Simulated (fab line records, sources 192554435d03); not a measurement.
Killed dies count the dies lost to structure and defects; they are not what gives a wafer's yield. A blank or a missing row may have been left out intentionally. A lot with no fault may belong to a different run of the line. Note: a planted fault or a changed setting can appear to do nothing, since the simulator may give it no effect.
Comparing a struck lot with a sound one    flow n5_finfet    15 steps out of a route of 1938
Sound: the wafers L943.1, L943.4, L943.6. Struck: wafer L954.6 (left out: L954.4, a lot-mate that was not struck); the cause follows at the end.
For every step that has rows: the tool of each side, followed by ch and its chambers, followed by its first start. Under that, the readings that differ: sound wafers    struck wafers    difference of the means    sigmas: that difference in standard deviations of wafers without a fault.
alike: readings with means less than 2 such deviations apart, plus words and numbers identical on both sides. not compared: withheld readings, readings lacking a value on some wafer, bounds such as >300 that could conceal the same value, and numbers that have no deviation in the record and whose values overlap.
The two part at a step that has a row with sigmas, a row that says differs or no value, or rows on one side only. Numbers that don't overlap but have no deviation are shown without sigmas and don't part them. A reading that every wafer of one side lacks parts them only if that side has two wafers or more.

N5_BEOL_M7_CURE_75: cures SiCOH lowk, time 120 s.
  sound on uv_cure-02 ch 2, day 10 16:01; struck on uv_cure-03 ch 0, day 13 21:56
  alike: lamp_power_pct, wafer_temp_C_max
then, 1 step without rows for these wafers: N5_BEOL_M7_DEGAS_44 (time 60 s).
N5_BEOL_M7_PRE_CLEAN_45: time 30 s.
  sound on pvd_sputter-01 at day 10 16:29; struck on pvd_sputter-01 at day 13 22:10
  alike: heater_power_w
N5_BEOL_M7_ALD_77: deposits TaN, target thk 2 nm, pulse time 2 s, purge time 3 s.
  sound on ald_metal-02 ch 0,2,3, day 10 16:33; struck on ald_metal-01 ch 2, day 13 22:13
  alike: heater_power_w
N5_BEOL_M7_SURFACE_TREAT_79:
  sound on pvd_sputter-03 at day 10 18:08; struck on pvd_sputter-02 at day 13 22:31
  alike: ar_flow_sccm
  not compared: throttle_valve_pct
then, 1 step without rows for these wafers: N5_BEOL_M7_CVD_78 (deposits Co from CCTBA/H2, target thk 2 nm, time 142.3 s).
N5_BEOL_M7_SPUTTER_48: material Cu, target thk 10 nm, time 1.667 s.
  sound on pvd_sputter-01 at day 10 18:32; struck on pvd_sputter-01 at day 13 22:42
  alike: substrate_temp_c, throttle_valve_pct
then, 3 steps without rows for these wafers: N5_BEOL_M7_ECD_50 (material Cu, target thk 300 nm); N5_BEOL_M7_ANNEAL_51 (time 90 s); N5_BEOL_M7_CMP_52 (polishes, stops on SiCOH lowk, t overpolish 6.9 s, target thk 80 nm).
N5_BEOL_M7_THK_MEAS_53: measures by xrf.
  sound on film_metro-02 at day 10 19:43; struck on film_metro-01 at day 13 23:55
  alike: M7_THK
then, 1 step without rows for these wafers: N5_BEOL_M7_PRE_CLEAN_55 (time 15 s).
N5_BEOL_M7_DEP_56: deposits SiCN from 3MS/NH3, target thk 10 nm, time 17.5 s.
  sound on pecvd-02 ch 0,2, day 10 19:46; struck on pecvd-02 ch 2, day 13 23:59
reading                                   sound     struck  difference  sigmas
model.SiCN_of_BEOL_M7_DEP_56.thk_nm (nm)  10 10 10  18.4    +8.4        
  alike: showerhead_plenum_p_Torr, throttle_valve_pct
N5_BEOL_M7_RS_MEAS_57: a four-point-probe measurement.
  sound on film_metro-01 at day 10 19:50; struck on film_metro-02 at day 14 00:03
  alike: M7_RS
N5_PASSIVATION_PROBE_49:
  rows exist in the record for the sound wafers here (prober-01, day 14 00:14), none for the struck ones

== WHERE THEY PART ==
At N5_PASSIVATION_PROBE_49 and nowhere else, as far as this record goes.

WHY: whatever the simulator had introduced
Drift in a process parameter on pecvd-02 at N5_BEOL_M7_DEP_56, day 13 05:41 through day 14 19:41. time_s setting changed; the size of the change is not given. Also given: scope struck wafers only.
